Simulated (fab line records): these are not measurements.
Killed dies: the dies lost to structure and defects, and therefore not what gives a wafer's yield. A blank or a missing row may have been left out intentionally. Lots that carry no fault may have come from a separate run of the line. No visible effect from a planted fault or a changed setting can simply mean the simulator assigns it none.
A lot that was struck, set against a sound lot | flow nandHarc | 20 steps out of a route of 1302
Sound: the wafers L246.2, L246.3, L246.5. Struck: wafers L259.2, L259.3, L259.6. At the end, the cause is stated.
Per side, at each step with rows, come the tool, then ch with its chambers, and then its first start. Under that, the readings that differ: sound wafers | struck wafers | difference of the means | sigmas: that difference in standard deviations of wafers without a fault.
alike: readings with means less than 2 such deviations apart, plus words and numbers identical on both sides. not compared: withheld readings, readings lacking a value on some wafer, bounds such as >300 that could conceal the same value, and numbers that have no deviation in the record and whose values overlap.
The two part at a step that has a row with sigmas, a row that says differs or no value, or rows on one side only. Numbers that don't overlap but have no deviation are shown without sigmas and don't part them. A reading that every wafer of one side lacks parts them only if that side has two wafers or more.

first, 4 steps without rows for these wafers: NHARC_A_WL_FILL_STRIP_28 (strips in post etch residue remover, time 1200 s); NHARC_A_WL_FILL_PRECLEAN_06 (cleans in DIW, time 300 s); NHARC_A_WL_FILL_SRD_07; NHARC_A_WL_FILL_ANNEAL_08 (time 1800 s).
NHARC_A_WL_FILL_ALD_10: deposits SiO2, target thk 50 nm, pulse time 10 s, ald cycles 500.
  sound on aldHk-02 ch 0,2,3, day 21 22:29; struck on aldHk-03 ch 1,3, day 27 08:17
reading               | sound       | struck      | difference | sigmas
heaterPowerOuterW (W) | 290 281 271 | 218 245 220 | -53        | -2
  alike: heaterPowerW, precursorPulseHeightRel, susceptorTempC
NHARC_A_WL_FILL_ETCHBACK_16: etches the open film in C4F8/O2/Ar, target depth 120 nm, time 24 s.
  sound on rieDiel-12 ch 0,1,3; struck on rieDiel-12 ch 0,1,3
  alike: oesProductAu, rfVppV
  not compared: rfHoursCounterH
then, 5 steps without rows for these wafers: NHARC_A_WL_FILL_STRIP_29 (strips in O2, time 20 s); NHARC_A_WL_FILL_ETCHBACK_17 (etches the open film in Cl2/BCl3, target depth 4 nm, time 26.7 s); NHARC_A_WL_FILL_PRECLEAN_18 (cleans in dHF, time 30 s); NHARC_A_WL_FILL_SRD_21; NHARC_A_WL_FILL_CVD_23 (deposits poly-Si, target thk 40 nm, time 800 s).
NHARC_A_WL_FILL_ETCHBACK_26: etches the open film in HBr, target depth 52 nm, time 13.3 s.
  sound on rieSi-05 ch 0,3, day 22 07:59; struck on rieSi-01 ch 0,1,2, day 27 18:11
  alike: drypumpMotorCurrentA, oesProductAu, throttleValvePct
  not compared: rfHoursCounterH
then, 3 steps without rows for these wafers: NHARC_A_WL_FILL_PRECLEAN_30 (cleans in dHF, time 10 s); NHARC_A_WL_FILL_SRD_14; NHARC_A_WL_FILL_ALD_19 (deposits TiN, target thk 2 nm, pulse time 3 s, ald cycles 100).
NHARC_A_WL_FILL_CVD_20: deposits W, target thk 100 nm, time 74 s.
  sound on cvdW-02 ch 0,1; struck on cvdW-01 ch 0
reading            | sound                | struck | difference                    | sigmas
susceptorTempC (C) | 400.06 399.70 399.88 | - - -  | no value on the struck wafers | 
  alike: chamberPressureTorr, heaterPowerOuterW, heaterPowerW, throttleValvePct
NHARC_A_WL_FILL_CMP_12: polishes, t overpolish 30 s, target thk 100 nm.
  sound on cmp-02 ch 0,1, day 22 08:38; struck on cmp-01 ch 0,2, day 27 18:52
  alike: edgeZonePressureFrac, motorCurrentA, overpolishRunS, timeToEndpointS
following that, these wafers have no rows for 1 step: NHARC_A_WL_FILL_SRD_31.
NHARC_A_CONTACT_DEP_24: deposits SiO2, target thk 500 nm.
  sound on pecvd-01 ch 0,1,2, day 22 09:10; struck on pecvd-01 ch 0,1,2, day 28 00:11
reading | sound | struck                                                                  | difference                   | sigmas
hold    | - - - | awaitDispo/4.6h/release awaitDispo/4.6h/release awaitDispo/4.6h/release | no value on the sound wafers | 
  alike: chamberPressureTorr, heaterPowerOuterW, heaterPowerW, mfcPrecursorSccm, susceptorTempC, throttleValvePct
-- jump in the record: it breaks off in module A_CONTACT and resumes in module END (first step shown: number 1302 of the route), and 4 days separate the struck wafers' starts before and after --
NHARC_END_SORT_01:
  sound on prober-02 ch 0, day 25 13:31; struck on prober-01 ch 0, day 32 05:43
reading       | sound    | struck     | difference | sigmas
killedAtArray | 21 31 24 | 109 72 108 | +71        | +4
killedDies    | 26 37 33 | 116 74 108 | +67        | +3
  alike: killedAtOther, killedAtPeriphery, killedOpen, killedShort

WHERE THEY PART
First at NHARC_A_WL_FILL_ALD_10; last, within this record, at NHARC_END_SORT_01.

WHY: what had been put in by the simulator
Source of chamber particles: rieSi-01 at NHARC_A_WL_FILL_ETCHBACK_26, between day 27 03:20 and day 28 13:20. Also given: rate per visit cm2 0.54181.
